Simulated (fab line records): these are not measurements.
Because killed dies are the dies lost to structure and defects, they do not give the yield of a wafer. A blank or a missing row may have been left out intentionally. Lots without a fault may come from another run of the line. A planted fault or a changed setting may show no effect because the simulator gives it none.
Shared-tool check | flow nandHarc | 1 lot, 3 wafers sampled

## REASON IT WAS OPENED
At NHARC_END_SORT_01 the reading killedAtPeriphery is flagged on 1 of 1 lot. No-fault wafers: 4.0, standard deviation 2.6.
Rule: a lot gets a flag if all its wafers with a number sit over 4 standard deviations from that mean, or if no wafer of it has a number. As for the other lots, they are considered sound.

lot  | measured     | on        | killedAtPeriphery, wafer by wafer | flag
L434 | day 25 16:00 | prober-01 | 610 608 576                       | FLAGGED
Averaged over the flagged lots the numbers come to 598.0, +594.0 from the usual (+99 or more standard deviations).

## LOT BY LOT: THE TOOL USED
The record holds 2 process steps before the reading, out of a route of 1302 steps. Cell contents, in order: the tool; ch with the chambers the sampled wafers went through; the start.
lot  | flag    | NHARC_P_ZERO_WELL_EXPOSE_34     | NHARC_P_ZERO_WELL_DESCUM_39
L434 | FLAGGED | krfScanner-02 ch 0, day 3 16:04 | rieDiel-13 ch 0,1,3, day 3 16:23
What the steps here do:
- NHARC_P_ZERO_WELL_EXPOSE_34: exposes mask P PWELL, target cd 720 nm.
- NHARC_P_ZERO_WELL_DESCUM_39: chemistry O2, time 3 s.
- NHARC_END_SORT_01

## FLAGGED OVER TOTAL, TOOL BY TOOL (the gauges that took the reading come last)
step                        | tool          | lots run | flagged | share of the flagged lots | sound lots run after its first flagged lot
NHARC_P_ZERO_WELL_EXPOSE_34 | krfScanner-02 | 1        | 1       | all                       | 0
NHARC_P_ZERO_WELL_DESCUM_39 | rieDiel-13    | 1        | 1       | all                       | 0
NHARC_END_SORT_01           | prober-01     | 1        | 1       | all                       | 0

## WHAT IS ALLOWED BY THE TABLE
Every flagged lot was run by 3 rows of the table: krfScanner-02 at NHARC_P_ZERO_WELL_EXPOSE_34, rieDiel-13 at NHARC_P_ZERO_WELL_DESCUM_39 and prober-01 at NHARC_END_SORT_01.
- krfScanner-02 at NHARC_P_ZERO_WELL_EXPOSE_34: 1 of its 1 lot flagged. With no sound lot run before its first flagged lot in this sample, there is nothing to narrow down the start.
- rieDiel-13 at NHARC_P_ZERO_WELL_DESCUM_39: 1 of its 1 lot flagged. With no sound lot run before its first flagged lot in this sample, there is nothing to narrow down the start.
- prober-01 at NHARC_END_SORT_01: 1 of its 1 lot flagged. With no sound lot run before its first flagged lot in this sample, there is nothing to narrow down the start.
Because each of these 3 tools fits a fault that began at some hour, counting lots does not separate them. More lots, or a look at what each step does to the wafer, might.

## WHAT HAD BEEN PUT IN BY THE SIMULATOR
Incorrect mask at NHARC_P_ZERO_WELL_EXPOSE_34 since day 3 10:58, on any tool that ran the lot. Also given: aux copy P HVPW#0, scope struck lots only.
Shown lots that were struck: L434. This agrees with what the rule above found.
